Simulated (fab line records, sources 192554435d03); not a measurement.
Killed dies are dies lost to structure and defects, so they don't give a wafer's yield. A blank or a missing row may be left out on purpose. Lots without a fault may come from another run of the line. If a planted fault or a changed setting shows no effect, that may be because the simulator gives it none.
Split-lot study :: flow n5 finfet :: 7 lots, 39 wafers read, on a route of 1938 steps

## THE SPLIT
At N5_DUMMY_GATE_ETCH_42 (etches SiO2 in CHF3/O2, target depth 3.5 nm, time 31 s), the setting bias w was moved away from the recipe's 12 W on 12 of the 39 wafers read, by -18.3% to +5.9%. The other wafers ran this setting at the recipe's value.

The reading comes from the split's own step.

## THE READING
rf vpp V, in V, at N5_DUMMY_GATE_ETCH_42 (etches SiO2 in CHF3/O2, target depth 3.5 nm, time 31 s). A value of 42.8 V with a standard deviation of 1 V is what fault-free wafers of this fab line usually give.

wafer: L074.1
tool, chamber at the split: rie diel-02, 0
bias w as run, W: 12
against the recipe: recipe
rf vpp V, V: 42.7
against lot-mates on the recipe: -

wafer: L074.5
tool, chamber at the split: rie diel-02, 0
bias w as run, W: 12
against the recipe: recipe
rf vpp V, V: 43.5
against lot-mates on the recipe: -

wafer: L074.6
tool, chamber at the split: rie diel-02, 3
bias w as run, W: 12
against the recipe: recipe
rf vpp V, V: 44.2
against lot-mates on the recipe: -

wafer: L075.1
tool, chamber at the split: rie diel-02, 0
bias w as run, W: 11.33
against the recipe: -5.6%
rf vpp V, V: 40.2
against lot-mates on the recipe: -2.8

wafer: L075.2
tool, chamber at the split: rie diel-02, 2
bias w as run, W: 11.33
against the recipe: -5.6%
rf vpp V, V: 39.3
against lot-mates on the recipe: -3.7

wafer: L075.3
tool, chamber at the split: rie diel-02, 3
bias w as run, W: 11.33
against the recipe: -5.6%
rf vpp V, V: 40.3
against lot-mates on the recipe: -2.7

wafer: L075.4
tool, chamber at the split: rie diel-02, 1
bias w as run, W: 12
against the recipe: recipe
rf vpp V, V: 43.0
against lot-mates on the recipe: -

wafer: L075.5
tool, chamber at the split: rie diel-02, 3
bias w as run, W: 12
against the recipe: recipe
rf vpp V, V: 42.7
against lot-mates on the recipe: -

wafer: L075.6
tool, chamber at the split: rie diel-02, 0
bias w as run, W: 12
against the recipe: recipe
rf vpp V, V: 43.2
against lot-mates on the recipe: -

wafer: L081.1
tool, chamber at the split: rie diel-05, 0
bias w as run, W: 12
against the recipe: recipe
rf vpp V, V: 42.1
against lot-mates on the recipe: -

wafer: L081.2
tool, chamber at the split: rie diel-05, 2
bias w as run, W: 12
against the recipe: recipe
rf vpp V, V: 43.5
against lot-mates on the recipe: -

wafer: L081.3
tool, chamber at the split: rie diel-05, 3
bias w as run, W: 12
against the recipe: recipe
rf vpp V, V: 43.1
against lot-mates on the recipe: -

wafer: L081.4
tool, chamber at the split: rie diel-05, 1
bias w as run, W: 12
against the recipe: recipe
rf vpp V, V: 42.0
against lot-mates on the recipe: -

wafer: L081.5
tool, chamber at the split: rie diel-05, 2
bias w as run, W: 12
against the recipe: recipe
rf vpp V, V: 42.1
against lot-mates on the recipe: -

wafer: L081.6
tool, chamber at the split: rie diel-05, 1
bias w as run, W: 12
against the recipe: recipe
rf vpp V, V: 44.1
against lot-mates on the recipe: -

wafer: L085.1
tool, chamber at the split: rie diel-05, 2
bias w as run, W: 12
against the recipe: recipe
rf vpp V, V: 42.4
against lot-mates on the recipe: -

wafer: L085.2
tool, chamber at the split: rie diel-05, 3
bias w as run, W: 12
against the recipe: recipe
rf vpp V, V: 42.1
against lot-mates on the recipe: -

wafer: L085.3
tool, chamber at the split: rie diel-05, 1
bias w as run, W: 12
against the recipe: recipe
rf vpp V, V: 42.6
against lot-mates on the recipe: -

wafer: L085.4
tool, chamber at the split: rie diel-05, 0
bias w as run, W: 12
against the recipe: recipe
rf vpp V, V: 43.9
against lot-mates on the recipe: -

wafer: L085.5
tool, chamber at the split: rie diel-05, 2
bias w as run, W: 12
against the recipe: recipe
rf vpp V, V: 41.0
against lot-mates on the recipe: -

wafer: L085.6
tool, chamber at the split: rie diel-05, 3
bias w as run, W: 12
against the recipe: recipe
rf vpp V, V: 42.0
against lot-mates on the recipe: -

wafer: L089.1
tool, chamber at the split: rie diel-03, 2
bias w as run, W: 11.08
against the recipe: -7.7%
rf vpp V, V: 38.8
against lot-mates on the recipe: -4.2

wafer: L089.2
tool, chamber at the split: rie diel-03, 1
bias w as run, W: 12
against the recipe: recipe
rf vpp V, V: 43.0
against lot-mates on the recipe: -

wafer: L089.3
tool, chamber at the split: rie diel-03, 3
bias w as run, W: 11.08
against the recipe: -7.7%
rf vpp V, V: 42.2
against lot-mates on the recipe: -0.8

wafer: L089.4
tool, chamber at the split: rie diel-03, 3
bias w as run, W: 12
against the recipe: recipe
rf vpp V, V: 43.4
against lot-mates on the recipe: -

wafer: L089.5
tool, chamber at the split: rie diel-03, 1
bias w as run, W: 11.08
against the recipe: -7.7%
rf vpp V, V: 41.2
against lot-mates on the recipe: -1.8

wafer: L089.6
tool, chamber at the split: rie diel-03, 2
bias w as run, W: 12
against the recipe: recipe
rf vpp V, V: 42.6
against lot-mates on the recipe: -

wafer: L093.1
tool, chamber at the split: rie diel-02, 3
bias w as run, W: 12.71
against the recipe: +5.9%
rf vpp V, V: 45.0
against lot-mates on the recipe: +2.2

wafer: L093.2
tool, chamber at the split: rie diel-02, 1
bias w as run, W: 12.71
against the recipe: +5.9%
rf vpp V, V: 44.8
against lot-mates on the recipe: +2.0

wafer: L093.3
tool, chamber at the split: rie diel-02, 0
bias w as run, W: 12
against the recipe: recipe
rf vpp V, V: 44.7
against lot-mates on the recipe: -

wafer: L093.4
tool, chamber at the split: rie diel-02, 2
bias w as run, W: 12.71
against the recipe: +5.9%
rf vpp V, V: 43.6
against lot-mates on the recipe: +0.8

wafer: L093.5
tool, chamber at the split: rie diel-02, 2
bias w as run, W: 12
against the recipe: recipe
rf vpp V, V: 42.3
against lot-mates on the recipe: -

wafer: L093.6
tool, chamber at the split: rie diel-02, 1
bias w as run, W: 12
against the recipe: recipe
rf vpp V, V: 41.5
against lot-mates on the recipe: -

wafer: L097.1
tool, chamber at the split: rie diel-05, 0
bias w as run, W: 12
against the recipe: recipe
rf vpp V, V: 42.9
against lot-mates on the recipe: -

wafer: L097.2
tool, chamber at the split: rie diel-05, 3
bias w as run, W: 12
against the recipe: recipe
rf vpp V, V: 43.2
against lot-mates on the recipe: -

wafer: L097.3
tool, chamber at the split: rie diel-05, 1
bias w as run, W: 9.799
against the recipe: -18.3%
rf vpp V, V: 36.8
against lot-mates on the recipe: -5.8

wafer: L097.4
tool, chamber at the split: rie diel-05, 2
bias w as run, W: 12
against the recipe: recipe
rf vpp V, V: 41.8
against lot-mates on the recipe: -

wafer: L097.5
tool, chamber at the split: rie diel-05, 3
bias w as run, W: 9.799
against the recipe: -18.3%
rf vpp V, V: 35.6
against lot-mates on the recipe: -7.0

wafer: L097.6
tool, chamber at the split: rie diel-05, 2
bias w as run, W: 9.799
against the recipe: -18.3%
rf vpp V, V: 37.3
against lot-mates on the recipe: -5.3

THE FIT
A straight line over all 39 wafers: rf vpp V changes by +0.334 V for each +1% of bias w; r = +0.90; the points scatter about the line by 0.94 V.
The same after taking each lot's own level away (the mean of its wafers on the recipe; 39 wafers): +0.331 V for each +1%; r = +0.90; scatter 0.91 V.
That fit puts the effect of the largest move of bias w on the reading at 6.1 V.
The span of the lots' own levels, 42.33 to 43.47 V, comes to 1.1 times the standard deviation stated above.
Consequently the slope shifts little with the lot-to-lot level, the two slopes agreeing.
Check: for one of the wafers moved furthest among these (-18.3%), held out of the fit, the line's prediction against its lot-mates is -6.28 V. Against them it came out at -5.83 V.
Tool readings at the split's step, against how far the setting was moved: rf vpp V r = +0.90.

## THE FILE'S OWN FIT
rf vpp V changes by +0.334 V for each +1% of bias w, r = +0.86.
